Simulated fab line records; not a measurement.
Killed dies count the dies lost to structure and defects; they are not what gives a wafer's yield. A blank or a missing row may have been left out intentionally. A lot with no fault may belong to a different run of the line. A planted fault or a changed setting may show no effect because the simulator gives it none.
fab line records	flow nand-harc
[record] lots = 5	wafers = 15	last-day = 32
route steps=1302 shown P_BONDPAD@364 END@1302
lots untouched by any fault: they come from a run of this same line in which no faults occurred
start-h: start of the lot's first displayed wafer, in hours after the record's first day	wait-h: time in hours since the lot's previous step	" as in the row above	L1.1+2: one row covering several wafers at once	- no value, or no start given	* or withheld: withheld	< > ~ a bound
route shown NAME@n: a module of which the file shows steps, and the number in the route of the first	usual: average and standard deviation across the fault-free wafers	same: alike in all rows	chamber/n: place in a boat	sites: the reading at each site	_std_site: standard deviation of those values	_edge_site: inner sites' mean taken away from outer sites' mean	radius-mm: for every site, how far away it sits from the centre of the wafer	mask NAME#n: copy n	behind: the most recent tool/chamber to have shaped the wafer	hold: what put the lot on hold/how long, in hours/how the hold closed	device: names the non-switching transistor (n, p or np)	end of line: at the end of the route, the tests of the same wafers	where a step has no rows: the recipe by itself	killed: not the wafer's yield, but the dies lost to structure and defects at the first sort	map: a wafer's dies, marking killed ones x, the rest . and places with no die _
set.NAME: the setting that was run; set.NAME@STEP: the one run at that earlier step	model.NAME: the simulator's own value behind a step, which no gauge read
certain route steps with their lots: each step a table, each wafer a row
services: from which hour (start-h, from the record's first day; less than 0 if before it) a tool's chamber was out of use, for how many hours, and why
[[steps]]
[step NHARC_P_BONDPAD_CD_MEAS_09]
[recipe] target-cd-nm = 500	landing-energy-ev = 500
[usual] cd-nm = 498.9/2.8
lot.wafer	tool	chamber	start-h	wait-h	cd-nm
L552.1	cd-sem-01	0	154.63	-	499.3
L552.2	"	0	"	"	501.9
L552.4	"	0	"	"	499.6
L553.1	cd-sem-01	0	171.54	-	498.7
L553.4	"	0	"	"	496.1
L553.6	"	0	"	"	493.3
L561.1	cd-sem-01	0	246.44	-	501.4
L561.2	"	0	"	"	505.1
L561.6	"	0	"	"	501.7
L562.1	cd-sem-03	0	251.36	-	498.7
L562.3	"	0	"	"	494.2
L562.4	"	0	"	"	495.4
L570.2	cd-sem-03	0	341.05	-	498.8
L570.4	"	0	"	"	495.4
L570.6	"	0	"	"	497.4
[step NHARC_P_BONDPAD_OVL_MEAS_38]
[usual] overlay-x-nm = -1/6	overlay-y-nm = -1/5.8
lot.wafer	tool	chamber	start-h	wait-h	overlay-x-nm	overlay-y-nm
L552.1	overlay-02	-	154.72	-	-1	6
L552.2	"	-	"	"	-1	6
L552.4	"	-	"	"	-1	6
L553.1	overlay-02	-	171.63	-	-5	-4
L553.4	"	-	"	"	-6	-4
L553.6	"	-	"	"	-6	-4
L561.1	overlay-02	-	246.53	-	3	-5
L561.2	"	-	"	"	2	-5
L561.6	"	-	"	"	3	-5
L562.1	overlay-01	-	251.45	-	-1	3
L562.3	"	-	"	"	-1	3
L562.4	"	-	"	"	-1	3
L570.2	overlay-01	-	341.14	-	-4	-12
L570.4	"	-	"	"	-3	-11
L570.6	"	-	"	"	-3	-12
[step NHARC_P_BONDPAD_HARDBAKE_10]
[recipe] temp-c = 118	time-s = 65
[step NHARC_P_BONDPAD_DESCUM_11]
[recipe] time-s = 3	o2-flow-sccm = 200	ar-flow-sccm = 0	bias-power-w = 0	chemistry = O2
[step NHARC_P_BONDPAD_ETCH_37]
[recipe] target-depth-a = 600	overetch-a = 180	time-s = 65.91	ion-energy-ev = 200	n2-flow-sccm = 150	h2-flow-sccm = 150	ar-flow-sccm = 0	rf-w = 400	bias-w = 150	chemistry = N2/H2
[usual] drypump-motor-current-A = 5.6/0.48	oes-product-au = 0.995/0.013	rf-vpp-V = 430.5/2.4	showerhead-plenum-p-Torr = 2.04/0.073	throttle-valve-pct = 14.172/0.0095
lot.wafer	tool	chamber	start-h	wait-h	drypump-motor-current-A	oes-product-au	rf-hours-counter-h	rf-vpp-V	showerhead-plenum-p-Torr	throttle-valve-pct
L552.1	rie-diel-08	2	154.95	0.1	6.0	0.998	8.4	427.7	1.93	14.191
L552.2	"	3	"	"	5.3	0.982	7.2	427.4	1.91	14.164
L552.4	"	2	"	"	6.0	1.010	-	428.5	1.93	14.160
L553.1	rie-diel-09	0	171.90	0.1	5.5	1.000	1.4	428.5	1.98	14.160
L553.4	"	1	"	"	5.6	0.990	0.9	430.3	2.01	14.154
L553.6	"	1	"	"	5.5	0.984	-	430.0	2.01	14.160
L561.1	rie-diel-08	1	246.75	0.1	5.9	0.993	1.3	431.6	2.12	14.168
L561.2	"	2	"	"	6.0	0.982	1.7	427.7	1.93	14.169
L561.6	"	1	"	"	5.9	0.996	-	431.7	2.12	14.185
L562.4	rie-diel-10	2	251.66	0.1	5.2	1.007	0.0	434.2	2.15	14.193
L562.3	"	0	"	"	5.7	0.991	0.0	427.3	1.99	14.182
L562.1	"	1	"	"	5.7	1.001	0.0	429.2	2.01	14.180
L570.2	rie-diel-10	1	341.36	0.1	5.7	0.989	2.7	430.1	2.01	14.171
L570.4	"	2	"	"	5.3	0.986	2.8	435.1	2.15	14.160
L570.6	"	3	"	"	4.8	0.983	-	432.5	2.09	14.189
[step NHARC_P_BONDPAD_ETCH_12]
[recipe] target-depth-a = 2000	time-s = 100	chf3-flow-sccm = 50	o2-flow-sccm = 10	ar-flow-sccm = 200	rf-w = 500	bias-w = 200	chemistry = CHF3/O2
[usual] drypump-motor-current-A = 5.5/0.5	oes-product-au = 0.939/0.025	rf-vpp-V = 370.6/2	showerhead-plenum-p-Torr = 2.40/0.081	throttle-valve-pct = 20.573/0.0087
lot.wafer	tool	chamber	start-h	wait-h	drypump-motor-current-A	oes-product-au	rf-hours-counter-h	rf-vpp-V	showerhead-plenum-p-Torr	throttle-valve-pct
L552.1	rie-diel-08	1	-	-	5.9	0.910	8.3	372.9	2.49	20.571
L552.2	"	3	"	"	5.3	0.909	7.2	367.2	2.26	20.567
L552.4	"	3	"	"	5.3	0.915	-	367.7	2.26	20.577
L553.4	rie-diel-09	3	-	-	4.9	0.911	1.5	372.3	2.52	20.579
L553.1	"	1	"	"	5.6	0.909	1.0	370.8	2.37	20.559
L553.6	"	0	"	"	5.5	0.921	-	369.5	2.34	20.579
L561.2	rie-diel-08	2	-	-	6.0	0.918	1.7	368.2	2.28	20.569
L561.1	"	1	"	"	5.9	0.923	1.3	373.2	2.49	20.573
L561.6	"	2	"	"	6.0	0.914	-	369.3	2.28	20.562
L562.1	rie-diel-10	3	-	-	4.8	0.965	0.0	372.0	2.46	20.572
L562.3	"	1	"	"	5.7	0.961	0.0	370.3	2.37	20.581
L562.4	"	2	"	"	5.3	0.976	0.0	372.2	2.52	20.573
L570.2	rie-diel-10	3	-	-	4.9	0.916	2.7	372.1	2.46	20.581
L570.4	"	1	"	"	5.7	0.917	2.7	369.9	2.37	20.565
L570.6	"	0	"	"	5.7	0.918	-	368.0	2.34	20.565
[step NHARC_P_BONDPAD_CD_MEAS_13]
[usual] cd-nm = 498.9/2.8
lot.wafer	tool	chamber	start-h	wait-h	cd-nm
L552.1	cd-sem-02	-	155.21	-	497.5
L552.2	"	-	"	"	500.8
L552.4	"	-	"	"	497.8
L553.1	cd-sem-02	-	172.13	-	499.3
L553.4	"	-	"	"	497.9
L553.6	"	-	"	"	494.6
L561.1	cd-sem-02	-	246.97	-	499.8
L561.2	"	-	"	"	502.3
L561.6	"	-	"	"	500.3
L562.1	cd-sem-03	-	251.89	-	500.1
L562.3	"	-	"	"	495.7
L562.4	"	-	"	"	495.1
L570.2	cd-sem-02	-	341.58	-	499.8
L570.4	"	-	"	"	495.3
L570.6	"	-	"	"	496.9
[step NHARC_P_BONDPAD_STRIP_15]
[recipe] o2-flow-sccm = 500	ar-flow-sccm = 0	bias-w = 0	chemistry = O2
[usual] drypump-motor-current-A = 5.5/0.43	oes-product-au = 0.994/0.012	rf-vpp-V = 57.9/0.83	showerhead-plenum-p-Torr = 3.52/0.12	throttle-valve-pct = 17.036/0.0093
lot.wafer	tool	chamber	start-h	wait-h	drypump-motor-current-A	oes-product-au	rf-hours-counter-h	rf-vpp-V	showerhead-plenum-p-Torr	throttle-valve-pct
L552.2	rie-diel-10	0	155.30	0.1	5.7	0.979	2.2	57.4	3.44	17.039
L552.1	"	1	"	"	5.7	0.997	2.1	56.5	3.49	17.053
L552.4	"	2	"	"	5.2	1.015	1.5	57.9	3.70	17.034
L553.4	rie-diel-09	3	172.21	0.1	4.9	0.997	1.6	59.3	3.70	17.059
L553.1	"	2	"	"	6.6	1.014	1.1	56.9	3.47	17.017
L553.6	"	3	"	"	4.9	0.984	-	59.2	3.70	17.038
L561.1	rie-diel-09	1	247.08	0.1	5.6	0.965	5.8	56.8	3.48	17.040
L561.2	"	2	"	"	6.6	1.005	6.1	59.1	3.47	17.036
L561.6	"	2	"	"	6.5	1.011	-	55.4	3.47	17.038
L562.4	rie-diel-09	3	251.97	0.1	4.9	0.992	5.7	59.3	3.70	17.030
L562.1	"	1	"	"	5.6	0.969	6.0	58.6	3.48	17.038
L562.3	"	2	"	"	6.6	1.003	6.2	57.3	3.47	17.014
L570.2	rie-diel-08	1	341.67	0.1	5.9	0.990	5.6	59.1	3.65	17.046
L570.4	"	2	"	"	6.0	0.990	5.8	57.3	3.36	17.042
L570.6	"	1	"	"	5.9	0.985	-	58.6	3.65	17.043
[step NHARC_P_BONDPAD_ETCH_24]
[recipe] target-depth-a = 300	over-etch-frac = 0.3	time-s = 72.99	ion-energy-ev = 150	cf4-flow-sccm = 50	n2-flow-sccm = 100	ar-flow-sccm = 150	rf-w = 300	bias-w = 100	chemistry = CF4/N2
[usual] drypump-motor-current-A = 5.5/0.45	oes-product-au = 0.993/0.013	rf-vpp-V = 314.0/1.7	showerhead-plenum-p-Torr = 2.62/0.09	throttle-valve-pct = 19.795/0.0092
[same] over-etch-frac = 0.3
lot.wafer	tool	chamber	start-h	wait-h	drypump-motor-current-A	oes-product-au	rf-hours-counter-h	rf-vpp-V	showerhead-plenum-p-Torr	throttle-valve-pct
L552.2	rie-diel-10	2	-	-	5.3	1.006	1.5	316.9	2.76	19.778
L552.1	"	3	"	"	4.8	0.973	2.3	314.3	2.69	19.777
L552.4	"	0	"	"	5.7	0.967	2.3	312.6	2.56	19.788
L553.1	rie-diel-09	3	-	-	4.9	0.984	1.6	317.2	2.76	19.811
L553.4	"	0	"	"	5.5	0.980	1.5	314.3	2.56	19.795
L553.6	"	1	"	"	5.5	0.978	-	313.4	2.59	19.801
L561.1	rie-diel-09	1	247.24	0.1	5.5	0.959	5.9	312.4	2.59	19.812
L561.2	"	3	"	"	4.9	1.004	5.7	316.1	2.75	19.789
L561.6	"	2	"	"	6.6	1.003	-	313.8	2.58	19.792
L562.4	rie-diel-09	2	-	-	6.6	1.005	6.2	312.9	2.58	19.785
L562.1	"	3	"	"	4.9	0.984	5.8	317.8	2.75	19.798
L562.3	"	0	"	"	5.4	0.996	6.1	314.5	2.56	19.799
L570.4	rie-diel-08	1	-	-	5.9	0.983	5.6	316.0	2.72	19.816
L570.2	"	3	"	"	5.3	0.980	6.2	311.1	2.47	19.795
L570.6	"	0	"	"	5.5	1.003	-	314.1	2.58	19.797
[step NHARC_P_BONDPAD_STRIP_16]
[recipe] time-s = 600	temp-c = 30	chemistry = post-etch-residue-remover
[step NHARC_P_BONDPAD_DEGAS_25]
[recipe] temp-c = 300	time-s = 60
[usual] heater-power-w = 473/53
lot.wafer	tool	chamber	start-h	wait-h	heater-power-w
L552.1	pvd-sputter-03	-	155.84	-	570
L552.2	"	-	"	"	557
L552.4	"	-	"	"	481
L553.1	pvd-sputter-02	-	172.83	-	497
L553.4	"	-	"	"	525
L553.6	"	-	"	"	491
L561.2	pvd-sputter-03	-	247.66	-	464
L561.1	"	-	"	"	566
L561.6	"	-	"	"	494
L562.3	pvd-sputter-01	-	252.51	-	369
L562.4	"	-	"	"	462
L562.1	"	-	"	"	491
L570.2	pvd-sputter-01	-	342.21	-	466
L570.4	"	-	"	"	380
L570.6	"	-	"	"	462
[step NHARC_P_BONDPAD_PRE_CLEAN_26]
[recipe] time-s = 30	temp-c = 280	gas = H2/He
[step NHARC_P_BONDPAD_PVD_17]
[recipe] target-thk-a = 50	bias-v = 168.6	power-w = 15000	chamber-pressure-pa = 0.12	time-s = 8.06	substrate-temp-c = 50	material = TaN
[usual] throttle-valve-pct = 30.2/0.91	time-s = 8.06/0
lot.wafer	tool	chamber	start-h	wait-h	throttle-valve-pct	time-s
L552.1	pvd-sputter-03	-	155.95	-	31.5	8.06
L552.4	"	-	"	"	30.4	8.06
L552.2	"	-	"	"	29.3	8.06
L553.4	pvd-sputter-02	-	173.04	-	29.6	8.06
L553.1	"	-	"	"	30.9	8.06
L553.6	"	-	"	"	32.3	8.06
L561.1	pvd-sputter-03	-	247.76	-	29.7	8.06
L561.2	"	-	"	"	31.1	8.06
L561.6	"	-	"	"	31.2	8.06
L562.3	pvd-sputter-01	-	252.64	-	28.9	8.06
L562.4	"	-	"	"	30.6	8.06
L562.1	"	-	"	"	29.3	8.06
L570.2	pvd-sputter-01	-	342.33	-	29.3	9.8407
L570.4	"	-	"	"	29.1	9.8407
L570.6	"	-	"	"	29.3	9.8407
[step NHARC_P_BONDPAD_PVD_27]
[recipe] target-thk-a = 300	chamber-pressure-pa = 5	power-w = 5000	substrate-temp-c = 30	time-s = 20.49	material = Cu
[step NHARC_END_SORT_01]
[recipe] temp-c = 25
[usual] defect-limited-yield = 91.1/2.8	killed-at-array = 55/19	killed-at-other = 0.9/1.4	killed-at-periphery = 3.8/2.9	killed-dies = 60/19	killed-open = 3.3/1.8	killed-short = 2.6/1.6
[same] gross-dies = 677
lot.wafer	tool	chamber	start-h	wait-h	defect-limited-yield[%]	killed-at-array	killed-at-other	killed-at-periphery	killed-dies	killed-open	killed-short
L552.1	prober-01	0	588.66	2.5	90.7	60	3	0	63	2	2
L552.2	prober-01	0	589.46	2.8	87.1	83	1	3	87	3	5
L552.4	prober-01	0	591.06	3.4	87.9	79	2	1	82	2	3
L553.1	prober-02	0	600.30	2.5	94.1	39	0	1	40	2	2
L553.4	prober-02	0	602.72	3.4	91.3	57	0	2	59	5	2
L553.6	prober-02	0	604.33	4.0	92.8	46	0	3	49	3	3
L562.1	prober-02	0	667.92	2.5	93.2	34	0	12	46	2	2
L562.3	prober-02	0	669.50	3.1	94.2	28	0	11	39	5	3
L562.4	prober-02	0	670.30	3.4	91.9	44	0	11	55	4	2
L561.1	prober-02	0	687.42	2.5	88.5	73	1	4	78	5	3
L561.2	prober-02	0	688.21	2.8	89.7	64	3	3	70	2	2
L561.6	prober-02	0	691.35	3.9	90.4	60	1	4	65	4	4
L570.2	prober-01	0	762.68	2.8	92.6	44	1	5	50	0	4
L570.4	prober-01	0	764.27	3.4	94.2	30	3	6	39	0	1
L570.6	prober-01	0	765.87	4.0	93.2	40	1	5	46	3	0
// killed by level:class
L552.1 A_CHANNEL_HOLE_D2:chamber-film-flake=26 A_CHANNEL_HOLE_D1:chamber-film-flake=23 A_CONTACT:chamber-film-flake=4 A_SGD_CUT:chamber-film-flake=2 THIN_TSV:chamber-film-flake=2 A_CHANNEL_FILL_D2:geometric-particle:open=1 A_BLC:geometric-particle:short=1 A_BLC:geometric-particle:open=1
L552.2 A_CHANNEL_HOLE_D1:chamber-film-flake=39 A_CHANNEL_HOLE_D2:chamber-film-flake=22 A_CONTACT:chamber-film-flake=9 A_STAIRCASE:chamber-film-flake=4 A_SGD_CUT:chamber-film-flake=2 P_GATE:geometric-particle:short=1 P_M1:geometric-particle:open=1 A_ONON_D1:geometric-particle:short=1
L552.4 A_CHANNEL_HOLE_D2:chamber-film-flake=29 A_CHANNEL_HOLE_D1:chamber-film-flake=26 A_CONTACT:chamber-film-flake=13 A_STAIRCASE:chamber-film-flake=2 A_SGD_CUT:chamber-film-flake=2 THIN_TSV:chamber-film-flake=2 P_M1:geometric-particle:open=1 A_SGD_CUT:geometric-particle:short=1
L553.1 A_CHANNEL_HOLE_D1:chamber-film-flake=22 A_CHANNEL_HOLE_D2:chamber-film-flake=7 A_STAIRCASE:chamber-film-flake=5 A_ONON_D1:geometric-particle:short=1 A_DECK1_JOINT:geometric-particle:open=1 A_ONON_D2:geometric-particle:short=1 A_SGD_CUT:geometric-particle:open=1 P_M0:chamber-film-flake=1
L553.4 A_CHANNEL_HOLE_D1:chamber-film-flake=34 A_CHANNEL_HOLE_D2:chamber-film-flake=7 A_DECK1_JOINT:chamber-film-flake=5 A_STAIRCASE:chamber-film-flake=5 P_GATE:geometric-particle:open=1 P_CONTACT:geometric-particle:open=1 A_CHANNEL_FILL_D1:geometric-particle:short=1 A_CHANNEL_FILL_D2:geometric-particle:short=1
L553.6 A_CHANNEL_HOLE_D1:chamber-film-flake=27 A_CHANNEL_HOLE_D2:chamber-film-flake=6 A_DECK1_JOINT:chamber-film-flake=3 A_STAIRCASE:chamber-film-flake=3 A_CONTACT:chamber-film-flake=2 P_M0:geometric-particle:open=1 P_M1:geometric-particle:short=1 A_SOURCE_PLATE:geometric-particle:short=1
L562.1 A_CHANNEL_HOLE_D2:chamber-film-flake=14 A_SLIT:chamber-film-flake=7 A_CONTACT:chamber-film-flake=6 P_GATE:chamber-film-flake=4 P_BONDPAD:chamber-film-flake=4 A_CHANNEL_HOLE_D1:chamber-film-flake=4 P_M0:geometric-particle:open=1 P_M0:geometric-particle:short=1
L562.3 A_CHANNEL_HOLE_D2:chamber-film-flake=6 P_GATE:chamber-film-flake=5 A_CHANNEL_HOLE_D1:chamber-film-flake=5 A_CONTACT:chamber-film-flake=5 A_SLIT:chamber-film-flake=4 P_BONDPAD:chamber-film-flake=3 A_STAIRCASE:chamber-film-flake=2 P_GATE:geometric-particle:open=1
L562.4 A_CHANNEL_HOLE_D2:chamber-film-flake=12 A_CHANNEL_HOLE_D1:chamber-film-flake=7 A_STAIRCASE:chamber-film-flake=6 A_CONTACT:chamber-film-flake=5 A_SLIT:chamber-film-flake=4 P_STI:chamber-film-flake=3 P_GATE:chamber-film-flake=3 P_BONDPAD:chamber-film-flake=3
L561.1 A_CHANNEL_HOLE_D1:chamber-film-flake=29 A_SLIT:chamber-film-flake=24 A_WL_FILL:chamber-film-flake=5 P_GATE:chamber-film-flake=3 A_ONON_D1:geometric-particle:open=2 A_BLC:geometric-particle:open=2 A_STAIRCASE:chamber-film-flake=2 A_CONTACT:chamber-film-flake=2
L561.2 A_CHANNEL_HOLE_D1:chamber-film-flake=37 A_SLIT:chamber-film-flake=18 THIN_TSV:chamber-film-flake=3 A_STAIRCASE:chamber-film-flake=2 A_CONTACT:chamber-film-flake=2 P_ZERO_WELL:geometric-particle:short=1 A_DECK1_JOINT:geometric-particle:open=1 A_CHANNEL_FILL_D2:geometric-particle:open=1
L561.6 A_CHANNEL_HOLE_D1:chamber-film-flake=26 A_SLIT:chamber-film-flake=19 A_CHANNEL_FILL_D1:chamber-film-flake=4 A_ONON_D1:geometric-particle:short=3 P_M1:chamber-film-flake=2 A_CONTACT:chamber-film-flake=2 P_M0:geometric-particle:open=1 A_SOURCE_PLATE:geometric-particle:open=1
L570.2 A_SLIT:chamber-film-flake=30 P_CONTACT:chamber-film-flake=3 A_STAIRCASE:chamber-film-flake=3 P_ZERO_WELL:chamber-film-flake=2 A_CHANNEL_HOLE_D2:chamber-film-flake=2 A_CHANNEL_FILL_D1:geometric-particle:short=1 A_DECK1_JOINT:geometric-particle:short=1 A_SGD_CUT:geometric-particle:short=1
L570.4 A_SLIT:chamber-film-flake=23 P_CONTACT:chamber-film-flake=4 THIN_TSV:chamber-film-flake=3 A_STAIRCASE:chamber-film-flake=2 A_M0:geometric-particle:short=1 P_ZERO_WELL:chamber-film-flake=1 P_STI:chamber-film-flake=1 A_ZERO_WELL:chamber-film-flake=1
L570.6 A_SLIT:chamber-film-flake=29 A_STAIRCASE:chamber-film-flake=3 P_M1:geometric-particle:open=2 A_WL_FILL:chamber-film-flake=2 P_CONTACT:chamber-film-flake=2 A_CONTACT:chamber-film-flake=2 A_M0:geometric-particle:open=1 P_BONDPAD:chamber-film-flake=1
[[services]]
tool	chamber	start-h	hours	kind
pvd-sputter-01	-	132.29	1.2	repair
rie-diel-09	-	136.85	0.6	repair
pvd-sputter-03	-	141.66	11.8	repair
rie-diel-09	-	143.10	9.0	pm
pvd-sputter-01	-	166.44	7.9	repair
pvd-sputter-03	-	170.00	10.0	pm
rie-diel-08	0	179.01	24.6	repair
rie-diel-08	1	181.42	3.5	repair
rie-diel-08	-	184.41	1.0	repair
rie-diel-08	-	190.80	9.0	pm
pvd-sputter-02	-	195.39	2.0	repair
pvd-sputter-02	-	217.84	1.8	repair
pvd-sputter-01	-	226.04	10.0	pm
rie-diel-10	0	230.78	2.4	repair
rie-diel-09	3	239.71	6.7	repair
rie-diel-10	-	242.50	9.0	pm
rie-diel-09	0	246.91	4.1	repair
pvd-sputter-03	-	250.41	9.1	repair
rie-diel-10	-	263.29	1.1	repair
rie-diel-10	0	266.94	6.7	repair
rie-diel-08	2	271.40	3.6	repair
rie-diel-09	2	296.37	13.2	repair
rie-diel-10	3	298.43	4.2	repair
rie-diel-09	-	320.10	9.0	pm
[[key]]
[first-sign] step = NHARC_P_BONDPAD_PVD_17	reading = time-s	direction = up	sigmas = 99+	usual = *	struck = *
effect none on later readings
met-at NHARC_P_BONDPAD_PVD_17
struck-wafers L570.2,L570.4,L570.6
onset-between 252.64 342.33
[fault] kind = process-parameter-drift	tool = pvd-sputter-01	chamber = -	onset-h = 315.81	steps = NHARC_P_BONDPAD_PVD_17	channel = time-s	offset = *	shape = step	end-h = 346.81	acts-in = *	stated = *
